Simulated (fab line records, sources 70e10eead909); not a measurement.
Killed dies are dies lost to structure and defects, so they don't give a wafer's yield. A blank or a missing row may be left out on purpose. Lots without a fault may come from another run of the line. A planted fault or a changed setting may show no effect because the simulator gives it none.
Chamber matching | flow nand_harc | NHARC_THIN_TSV_DESCUM_14 on rie_diel-02: 4 sister chambers
The step chemistry O2, time 3 s. 22 wafers are shown with their chamber, then 11 later ones without.

WAFERS WITH THEIR CHAMBER
wafer  | chamber | drypump_motor_current_A (A) | oes_product_au (a.u.) | throttle_valve_pct (%)
L076.2 | 0       | 5.9                         | 1.007                 | 11.304
L076.3 | 2       | 5.4                         | 1.003                 | 11.312
L076.4 | 1       | 5.7                         | 1.009                 | 11.302
L074.1 | 0       | 5.9                         | 0.988                 | 11.296
L074.3 | 1       | 5.7                         | 1.006                 | 11.315
L074.5 | 0       | 5.9                         | 1.002                 | 11.316
L079.1 | 3       | 4.8                         | 1.007                 | 11.309
L079.2 | 2       | 5.3                         | 1.005                 | 11.298
L079.3 | 1       | 5.7                         | 1.014                 | 11.318
L080.1 | 0       | 5.9                         | 1.018                 | 11.314
L080.4 | 3       | 4.8                         | 0.999                 | 11.318
L080.5 | 2       | 5.3                         | 1.006                 | 11.318
L082.3 | 2       | 5.4                         | 1.001                 | 11.306
L082.4 | 0       | 5.9                         | 1.002                 | 11.314
L082.6 | 2       | 5.3                         | 1.002                 | 11.306
L088.2 | 1       | 5.7                         | 1.005                 | 11.311
L088.4 | 3       | 4.8                         | 1.007                 | 11.287
L088.6 | 0       | 5.9                         | 1.001                 | 11.319
L086.1 | 0       | 5.9                         | 1.011                 | 11.324
L086.4 | 3       | 4.8                         | 1.003                 | 11.311
L086.6 | 1       | 5.7                         | 1.002                 | 11.312
L089.1 | 3       | 4.7                         | 1.004                 | 11.313

SIGNATURES (means of the wafers above)
reading                 | chamber 0 | chamber 1 | chamber 2 | chamber 3 | scatter within a chamber
drypump_motor_current_A | 5.900     | 5.700     | 5.340     | 4.780     | 0.0333
oes_product_au          | 1.00414   | 1.00720   | 1.00340   | 1.00400   | 0.0061
throttle_valve_pct      | 11.31243  | 11.31160  | 11.30800  | 11.30760  | 0.00907
Rule: a wafer's distance from a chamber is the root of the sum, over the readings, of the square of ((its reading less the chamber's mean) divided by the reading's scatter). The wafer belongs to the nearest chamber; if the next one is less than 2 further off, it can't be placed. The scatter: the root of (the sum of the squares of (reading less its chamber's mean) over the shown wafers, divided by (wafers less chambers)).

WAFERS WITHOUT THEIR CHAMBER
wafer  | drypump_motor_current_A (A) | oes_product_au (a.u.) | throttle_valve_pct (%)
L089.2 | 5.3                         | 0.998                 | 11.314
L089.4 | 5.7                         | 0.999                 | 11.324
L090.1 | 5.4                         | 1.002                 | 11.312
L090.2 | 5.9                         | 1.008                 | 11.306
L090.6 | 4.7                         | 1.004                 | 11.299
L094.1 | 5.9                         | 1.008                 | 11.289
L094.2 | 5.7                         | 0.994                 | 11.309
L094.6 | 5.9                         | 1.003                 | 11.305
L097.3 | 4.7                         | 1.012                 | 11.314
L097.4 | 5.7                         | 1.012                 | 11.333
L097.6 | 5.9                         | 1.006                 | 11.306

WHICH CHAMBER EACH WENT THROUGH
wafer  | from the rows above | in truth
L089.2 | 2                   | 2
L089.4 | 1                   | 1
L090.1 | 2                   | 2
L090.2 | 0                   | 0
L090.6 | 3                   | 3
L094.1 | 0                   | 0
L094.2 | 1                   | 1
L094.6 | 0                   | 0
L097.3 | 3                   | 3
L097.4 | 1                   | 1
L097.6 | 0                   | 0
Placed correctly: 11 of 11. Can't be placed from these rows: 0. Placed wrongly: 0.
